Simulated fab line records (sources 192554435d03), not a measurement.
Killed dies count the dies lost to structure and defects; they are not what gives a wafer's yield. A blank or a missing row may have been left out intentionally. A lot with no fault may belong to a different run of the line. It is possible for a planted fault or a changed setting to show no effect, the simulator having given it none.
Split-lot trial | flow n5-finfet | 21 wafers read from 7 lots, route of 1938 steps

ABOUT THE SPLIT
At N5_BEOL_M13_ETCH_68 (etches SOC in N2/H2, time 355 s), the setting time-s was moved away from the recipe's 355 s on 5 of the 21 wafers read, by -22.1% to +20.4%. The other wafers ran this setting at the recipe's value.

The reading is taken at the split's own step.

THE READING
SiARC_of_BEOL_M13_COAT_66.thk-nm (the simulator's own value, which no gauge read), in nm, at N5_BEOL_M13_ETCH_68 (etches SOC in N2/H2, time 355 s). There is no usual value for it anywhere in the file. The 16 wafers here that ran the recipe average 76.9 nm, standard deviation 0.5 nm.

wafer  | tool, chamber at the split | time-s as run, s | against the recipe | SiARC_of_BEOL_M13_COAT_66.thk-nm, nm | against lot-mates on the recipe
L079.2 | rie-diel-05, 3             | 355              | recipe             | 76.6                                 | -
L079.4 | rie-diel-05, 1             | 377.1            | +6.2%              | 74.4                                 | -2.0
L079.5 | rie-diel-05, 2             | 355              | recipe             | 76.2                                 | -
L082.1 | rie-diel-05, 1             | 355              | recipe             | 76.2                                 | -
L082.2 | rie-diel-05, 0             | 355              | recipe             | 76.6                                 | -
L082.6 | rie-diel-05, 0             | 355              | recipe             | 76.6                                 | -
L084.2 | rie-diel-05, 3             | 355              | recipe             | 77.4                                 | -
L084.4 | rie-diel-05, 0             | 312.7            | -11.9%             | 80.8                                 | +3.8
L084.6 | rie-diel-05, 1             | 355              | recipe             | 76.6                                 | -
L086.3 | rie-diel-06, 0             | 355              | recipe             | 77                                   | -
L086.5 | rie-diel-06, 1             | 355              | recipe             | 78                                   | -
L086.6 | rie-diel-06, 0             | 355              | recipe             | 76.8                                 | -
L087.1 | rie-diel-06, 0             | 355              | recipe             | 77.6                                 | -
L087.2 | rie-diel-06, 2             | 355              | recipe             | 77.4                                 | -
L087.5 | rie-diel-06, 3             | 355              | recipe             | 76.6                                 | -
L088.1 | rie-diel-03, 3             | 276.7            | -22.1%             | 84.4                                 | +7.4
L088.3 | rie-diel-03, 0             | 355              | recipe             | 76.8                                 | -
L088.5 | rie-diel-03, 2             | 355              | recipe             | 77.2                                 | -
L091.2 | rie-diel-05, 1             | 427.4            | +20.4%             | 69.6                                 | -7.8
L091.5 | rie-diel-05, 1             | 427.4            | +20.4%             | 69.6                                 | -7.8
L091.6 | rie-diel-05, 0             | 355              | recipe             | 77.4                                 | -

FIT RESULTS
A straight line over all 21 wafers: SiARC_of_BEOL_M13_COAT_66.thk-nm changes by -0.35 nm for each +1% of time-s; r = -0.99; the points scatter about the line by 0.47 nm.
The same after taking each lot's own level away (the mean of its wafers on the recipe; 21 wafers): -0.359 nm for each +1%; r = -0.99; scatter 0.39 nm.
On that fit, the largest move of time-s shifts the reading by 7.9 nm.
Measured against the standard deviation above, the lots' own levels, which go from 76.40 to 77.40 nm, span 2.0 times it.
The two slopes agree, so the slope changes little with the lot-to-lot level.
Check: with one of the wafers moved furthest among these (-22.1%) left out of the fit, the line predicts +8.12 nm for it against its lot-mates. It came out at +7.4 nm against them.

THE OTHER SPLITS THESE WAFERS WENT THROUGH
Note: prior to the reading, these wafers also went through further splits. Each is held against what the fit with the lots' levels taken away leaves over:
other split on the same wafers    | wafers away from the commonest value | r with SiARC_of_BEOL_M13_COAT_66.thk-nm (lot level and that fit taken away)
N5_BEOL_M11_COAT_59 spin-rpm      | 3                                    | +0.09
N5_BEOL_M12_ILD_DEP_00 time-s     | 9                                    | -0.14
N5_BEOL_M12_TRENCH_ETCH_34 time-s | 10                                   | +0.23
N5_BEOL_M12_SPUTTER_45 time-s     | 9                                    | +0.01

THE FILE'S OWN FIT
SiARC_of_BEOL_M13_COAT_66.thk-nm changes by -0.351 nm for each +1% of time-s, r = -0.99.
